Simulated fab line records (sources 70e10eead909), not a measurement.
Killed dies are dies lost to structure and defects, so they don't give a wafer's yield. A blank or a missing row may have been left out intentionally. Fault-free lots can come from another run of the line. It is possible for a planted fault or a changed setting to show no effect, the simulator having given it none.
Chamber matching -- flow nand_harc -- NHARC_A_WL_FILL_ALD_10 on ald_hk-01 has 4 sister chambers
The step deposits SiO2, target thk 50 nm, pulse time 10 s, ald cycles 500. 8 wafers are shown with their chamber, then 8 later ones without.

== EACH WAFER AND ITS CHAMBER ==
wafer,chamber,heater_power_w (W),precursor_pulse_height_rel
L084.6,2,406,1.018
L085.3,3,451,1.009
L087.4,1,365,1.025
L087.6,0,445,1.000
L090.3,3,442,0.998
L090.1,1,367,0.974
L090.6,0,465,1.010
L091.1,2,409,0.987

== WAFERS MISSING THEIR CHAMBER ==
wafer,heater_power_w (W),precursor_pulse_height_rel
L091.3,447,0.998
L091.4,453,0.993
L091.5,439,0.990
L091.2,360,1.002
L091.6,448,0.986
L096.1,451,1.014
L096.3,424,1.000
L096.5,455,0.975

== WHICH CHAMBER EACH WENT THROUGH ==
wafer,from the rows above,in truth
L091.3,can't be placed: 3 or 0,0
L091.4,can't be placed: 0 or 3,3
L091.5,can't be placed: 3 or 0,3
L091.2,1,1
L091.6,can't be placed: 3 or 0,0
L096.1,can't be placed: 0 or 3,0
L096.3,can't be placed: 2 or 3 or 0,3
L096.5,can't be placed: 0 or 3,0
Correct placement for 1 of the 8. Cannot be placed on the basis of these rows: 7; the candidates contain the true chamber in 7. Placed wrongly: 0.
How it was worked out, from the rows above alone: a wafer's distance from a chamber is the root of the sum, over the readings, of the square of ((its reading less the chamber's mean) divided by the reading's scatter). The wafer belongs to the nearest chamber; if the next one is less than 2 further off, it can't be placed. A chamber's mean is the mean of its shown wafers. The scatter is the square root of a quotient: the sum, over the shown wafers, of each reading's squared deviation from its chamber's mean, divided by wafers minus chambers.
